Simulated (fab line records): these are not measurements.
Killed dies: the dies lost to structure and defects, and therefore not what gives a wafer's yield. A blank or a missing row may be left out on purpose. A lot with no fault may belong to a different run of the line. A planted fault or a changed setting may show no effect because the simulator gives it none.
The same fault as seen by 2 desks	flow n5Finfet	numbers are kept per desk, each desk with only its own; the story behind them comes last

## FROM THE METROLOGY DESK
What the gauges read for every lot (on any tool): the sampled wafers with a number, averaged. The brackets show how far a lot's mean lies from the usual mean; more than 4 standard deviations puts the lot out of limits, marked OUT. Readings shown: 7 of its 10, picked as those furthest out on some lot.
Columns: A = DIBL_P at N5_BEOL_M4_RC_MEAS_101, usual 36.2 mV/V; B = IOFF_N at N5_BEOL_M4_RC_MEAS_101, usual 0.16 nA/um; C = ION_P at N5_BEOL_M4_RC_MEAS_101, usual 465 uA/um; D = SS_N at N5_BEOL_M4_RC_MEAS_101, usual 71.4 mV/dec; E = SS_P at N5_BEOL_M4_RC_MEAS_101, usual 73.2 mV/dec; F = VT_N at N5_BEOL_M4_RC_MEAS_101, usual 250 mV; G = VT_P at N5_BEOL_M4_RC_MEAS_101, usual -250 mV
lot	first seen here	A	B	C	D	E	F	G
L626	day 8 04:23	36.0	0.15	475	71.1	72.9	252	-246
L632	day 9 11:10	37.9	0.16	459	71.2	73.7	250	-253
L631	day 9 22:53	36.0	0.14	457	71.9	73.6	251	-256
L640	day 11 17:22	35.7	0.17	472	70.9	73.8	246	-248
L642	day 12 02:34	35.4	0.16	465	72.1	72.9	248	-250
L643	day 12 05:52	38.5	0.21	465	72.1	74.3	245	-250
L645	day 13 02:40	39.0	0.20	470	72.3	73.7	247	-246
L646	day 13 04:31	38.0	0.18	477	71.5	73.3	248	-247
L648	day 13 20:48	36.4	0.16	471	71.3	73.4	248	-248
This desk found nothing out of limits on any of the 9 lots.

## FOR THE TOOL OWNER'S DESK: pecvd-01
The tool's own readings at N5_BEOL_M4_PECVD_72 (deposits SiO2 from TEOS/O2, target thk 16 nm, time 18 s): means of the sampled wafers that have a number, for each lot that ran on this tool. The brackets show how far a lot's mean lies from the usual mean; more than 4 standard deviations puts the lot out of limits, marked OUT.
Columns: A = heaterPowerW at N5_BEOL_M4_PECVD_72, usual 708 W; B = showerheadPlenumPTorr at N5_BEOL_M4_PECVD_72, usual 8.76 Torr; C = throttleValvePct at N5_BEOL_M4_PECVD_72, usual 21.9 %
lot	first seen here	A	B	C
L626	day 7 18:21	734	8.73	21.0
L631	day 8 23:43	800	8.72	20.4
L640	day 11 05:37	825	8.69	20.7
This desk found nothing out of limits on any of the 3 lots.

## ALL TOGETHER
Metrology desk: nothing out of limits seen.
The desk of the tool owner found nothing out of limits.

## WHAT THE SIMULATOR PUT IN
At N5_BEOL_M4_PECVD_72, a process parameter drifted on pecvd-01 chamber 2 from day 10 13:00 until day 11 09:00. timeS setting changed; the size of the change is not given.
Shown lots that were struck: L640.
